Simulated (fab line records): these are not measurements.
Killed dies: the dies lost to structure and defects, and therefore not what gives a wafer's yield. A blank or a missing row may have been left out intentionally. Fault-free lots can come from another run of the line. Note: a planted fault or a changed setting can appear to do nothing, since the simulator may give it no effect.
Which tool did it? || flow nandHarc || 14 lots with 42 wafers sampled at 2 steps, on a route of 1302 steps

## WHAT THE GAUGES READ, wafer by wafer
NHARC_P_STI_INSPECT_11. Usual: 6 for rawDefectCount, sd 3.2.
{"lot": "L430", "measured": "day 2 22:05", "on": "defectInspect-02", "rawDefectCount": "20 8 10", "flag": ""}
{"lot": "L432", "measured": "day 3 17:08", "on": "defectInspect-01", "rawDefectCount": "6 2 7", "flag": ""}
{"lot": "L436", "measured": "day 5 08:52", "on": "defectInspect-02", "rawDefectCount": "4 6 9", "flag": ""}
{"lot": "L437", "measured": "day 5 18:11", "on": "defectInspect-02", "rawDefectCount": "2 4 5", "flag": ""}
{"lot": "L438", "measured": "day 6 05:05", "on": "defectInspect-02", "rawDefectCount": "7 12 2", "flag": ""}
{"lot": "L443", "measured": "day 8 08:20", "on": "defectInspect-02", "rawDefectCount": "4 1 5", "flag": ""}
{"lot": "L444", "measured": "day 8 15:32", "on": "defectInspect-01", "rawDefectCount": "4 6 8", "flag": ""}
{"lot": "L445", "measured": "day 9 01:14", "on": "defectInspect-02", "rawDefectCount": "9 5 5", "flag": ""}
{"lot": "L446", "measured": "day 9 11:38", "on": "defectInspect-02", "rawDefectCount": "7 8 3", "flag": ""}
{"lot": "L449", "measured": "day 10 22:17", "on": "defectInspect-02", "rawDefectCount": "4 9 12", "flag": ""}
{"lot": "L450", "measured": "day 11 04:59", "on": "defectInspect-02", "rawDefectCount": "8 2 2", "flag": ""}
{"lot": "L451", "measured": "day 11 13:02", "on": "defectInspect-02", "rawDefectCount": "10 3 4", "flag": ""}
{"lot": "L452", "measured": "day 12 01:19", "on": "defectInspect-01", "rawDefectCount": "4 3 4", "flag": ""}
{"lot": "L453", "measured": "day 12 10:44", "on": "defectInspect-01", "rawDefectCount": "6 9 5", "flag": ""}

NHARC_P_STI_OCD_MEAS_17. Usual: trenchDepthNm 300 nm, standard deviation 5.1; trenchFootCdNm 157.2 nm, standard deviation 2.8.
{"lot": "L430", "measured": "day 2 22:45", "on": "ocd-01", "trenchDepthNm (nm)": "303 289 304", "trenchFootCdNm (nm)": "153.4 157.1 149.3", "flag": ""}
{"lot": "L432", "measured": "day 3 17:48", "on": "ocd-01", "trenchDepthNm (nm)": "305 294 304", "trenchFootCdNm (nm)": "157.0 155.9 155.1", "flag": ""}
{"lot": "L436", "measured": "day 5 09:32", "on": "ocd-01", "trenchDepthNm (nm)": "302 300 301", "trenchFootCdNm (nm)": "152.7 154.9 155.4", "flag": ""}
{"lot": "L437", "measured": "day 5 18:54", "on": "ocd-02", "trenchDepthNm (nm)": "304 304 302", "trenchFootCdNm (nm)": "159.5 158.0 154.7", "flag": ""}
{"lot": "L438", "measured": "day 6 05:45", "on": "ocd-01", "trenchDepthNm (nm)": "305 302 297", "trenchFootCdNm (nm)": "161.1 163.9 159.7", "flag": ""}
{"lot": "L443", "measured": "day 8 09:02", "on": "ocd-01", "trenchDepthNm (nm)": "291 309 306", "trenchFootCdNm (nm)": "155.1 156.6 156.0", "flag": ""}
{"lot": "L444", "measured": "day 8 16:12", "on": "ocd-02", "trenchDepthNm (nm)": "293 299 291", "trenchFootCdNm (nm)": "161.4 159.4 156.0", "flag": ""}
{"lot": "L445", "measured": "day 9 01:54", "on": "ocd-01", "trenchDepthNm (nm)": "293 292 300", "trenchFootCdNm (nm)": "161.8 155.7 158.8", "flag": ""}
{"lot": "L446", "measured": "day 9 12:19", "on": "ocd-02", "trenchDepthNm (nm)": "300 291 298", "trenchFootCdNm (nm)": "157.6 161.4 161.6", "flag": ""}
{"lot": "L449", "measured": "day 10 22:58", "on": "ocd-01", "trenchDepthNm (nm)": "301 301 302", "trenchFootCdNm (nm)": "153.8 156.3 153.8", "flag": ""}
{"lot": "L450", "measured": "day 11 05:39", "on": "ocd-02", "trenchDepthNm (nm)": "295 304 305", "trenchFootCdNm (nm)": "160.7 155.8 161.5", "flag": ""}
{"lot": "L451", "measured": "day 11 13:43", "on": "ocd-02", "trenchDepthNm (nm)": "301 308 294", "trenchFootCdNm (nm)": "159.1 157.0 158.1", "flag": ""}
{"lot": "L452", "measured": "day 12 01:58", "on": "ocd-01", "trenchDepthNm (nm)": "303 292 301", "trenchFootCdNm (nm)": "158.1 160.8 157.6", "flag": ""}
{"lot": "L453", "measured": "day 12 11:24", "on": "ocd-02", "trenchDepthNm (nm)": "305 296 303", "trenchFootCdNm (nm)": "162.4 159.7 161.5", "flag": ""}

## EACH LOT AND THE TOOL THAT RAN IT (in order: tool; ch and the chambers of the sampled wafers; start)
Before these readings, the record contains no process step.

## WHAT THE TOOLS THEMSELVES READ (means of the sampled wafers that have a number; where no wafer has one, the mark that the record gives instead)
The record holds no such reading with a usual standard deviation.

## THE ANSWER, worked out from the rows above alone
Rule: lot off if the mean of its wafers having a number is beyond 3 standard deviations from the usual mean. A lot without any number at a reading at which 4 lots or more have one is off too. All remaining lots with rows at the step are treated as sound. Order of review: gauges by route order, followed by the tools' own readings, for which a lot's mean as printed above is used. The first step at which some lot is off is used, and at that step the reading that is off furthest; a lot without a number counts as furthest.
None of the lots is off at any reading shown; this tells nothing.

## WHAT THE SIMULATOR PUT IN
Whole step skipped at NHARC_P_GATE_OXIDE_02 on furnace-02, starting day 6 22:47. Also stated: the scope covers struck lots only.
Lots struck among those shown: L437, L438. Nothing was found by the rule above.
